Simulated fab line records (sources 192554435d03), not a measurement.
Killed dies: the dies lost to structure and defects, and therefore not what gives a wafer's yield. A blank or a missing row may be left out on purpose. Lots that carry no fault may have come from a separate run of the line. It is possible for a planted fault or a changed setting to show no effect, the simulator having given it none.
The tool behind it: which one?	flow n5 finfet	Sampling: 11 lots, 33 wafers, 5 of 1938 route steps

## WHAT EACH GAUGE READ, for each wafer
N5_FIN_SAQP_OCD_MEAS_76.
lot	measured	on	trench depth nm (nm)
L075	day 2 09:01	ocd-02	122.3 117.7 122.7
L077	day 2 20:02	ocd-01	121.9 124.4 117.1
L079	day 3 08:23	ocd-01	119.8 119.0 116.0
L081	day 3 21:52	ocd-01	121.1 119.9 123.5
L083	day 4 07:50	ocd-01	118.3 115.0 120.1
L085	day 4 22:38	ocd-02	120.2 124.5 119.2
L087	day 5 07:13	ocd-01	121.0 118.6 119.0
L089	day 5 20:28	ocd-01	117.6 117.5 117.9
L092	day 6 14:47	ocd-02	120.3 119.9 124.2
L095	day 7 08:32	ocd-02	122.6 116.0 123.0
L097	day 7 20:37	ocd-02	117.5 118.2 119.4

## WHAT TOOL EACH LOT RAN ON (gives the tool, then ch and the chambers of the sampled wafers, and finally the start)
lot	N5_FIN_SAQP_ETCH_51	N5_FIN_SAQP_ETCH_52	N5_FIN_SAQP_RECESS_75	N5_FIN_SAQP_HM_OPEN_33
L075	rie diel-01 ch 1,2,3, day 2 04:04	rie diel-01 ch 1,2,3, day 2 04:07	vapor etch-01 ch 0,1, day 2 04:45	rie diel-04 ch 1,2,3, day 2 08:30
L077	rie diel-03 ch 0,2,3, day 2 15:49	rie diel-03 ch 0,2,3, day 2 15:53	vapor etch-02 ch 0,1, day 2 16:29	rie diel-03 ch 0,1,3, day 2 19:32
L079	rie diel-01 ch 0,1,2, day 3 03:53	rie diel-01 ch 0,1,2, day 3 03:56	vapor etch-01 ch 0,1, day 3 04:40	rie diel-04 ch 0,1,3, day 3 07:53
L081	rie diel-01 ch 2,3, day 3 17:45	rie diel-01 ch 2,3, day 3 17:49	vapor etch-02 ch 0,1, day 3 18:32	rie diel-03 ch 1,2,3, day 3 21:22
L083	rie diel-04 ch 0,2,3, day 4 03:29	rie diel-04 ch 0,2,3, day 4 03:32	vapor etch-01 ch 0, day 4 04:10	rie diel-04 ch 0,2,3, day 4 07:20
L085	rie diel-04 ch 0,1,3, day 4 16:04	rie diel-04 ch 0,1,3, day 4 16:08	vapor etch-02 ch 0,1, day 4 16:45	rie diel-01 ch 0,1,2, day 4 22:08
L087	rie diel-01 ch 1,3, day 5 03:08	rie diel-01 ch 1,3, day 5 03:12	vapor etch-01 ch 0,1, day 5 03:49	rie diel-03 ch 0,2, day 5 06:42
L089	rie diel-03 ch 0,1,2, day 5 15:33	rie diel-03 ch 0,1,2, day 5 15:37	vapor etch-01 ch 0,1, day 5 16:13	rie diel-03 ch 0,1,3, day 5 19:58
L092	rie diel-01 ch 0,2,3, day 6 10:32	rie diel-01 ch 0,2,3, day 6 10:36	vapor etch-01 ch 0,1, day 6 11:13	rie diel-04 ch 1,3, day 6 14:13
L095	rie diel-03 ch 0,2, day 7 04:26	rie diel-03 ch 0,2, day 7 04:29	vapor etch-01 ch 0,1, day 7 05:06	rie diel-03 ch 0,1,2, day 7 08:02
L097	rie diel-01 ch 1,2, day 7 16:04	rie diel-01 ch 1,2, day 7 16:07	vapor etch-01 ch 0,1, day 7 17:08	rie diel-03 ch 0,1, day 7 20:07
- N5_FIN_SAQP_ETCH_51: etches SiARC in CF4, target depth 45.5 nm, time 75.8 s.
- N5_FIN_SAQP_ETCH_52: etches SOC in N2/H2, target depth 100 nm, overetch 20 nm, time 150 s.
- N5_FIN_SAQP_RECESS_75: chemistry HF/NH3, target SiO2, target depth 14.4 nm, afs cycles 3, sublimation time 60 s.
- N5_FIN_SAQP_HM_OPEN_33: chemistry CH3F/O2, target SiNx, target depth 49.4 nm, time 70.6 s.

## THE ANSWER, worked out from the rows above alone
Rule: usual is defined by the lots themselves. The widest of any qualifying gaps counts: lots, ordered by their means at a reading, are off when they make up no more than a third of the lots, leave a main group of 4 or more, and stand apart from it by 3 or more times the standard deviation of that group's means. Not used: any main group whose means are identical at the precision the tables above print for the reading. Also off: a lot with no number at a reading for which 4 or more lots have one. Any other lot the step has rows for is counted as sound.
Across all readings shown, no lot is off: no conclusion can be drawn from this.

## WHAT WAS PUT IN BY THE SIMULATOR
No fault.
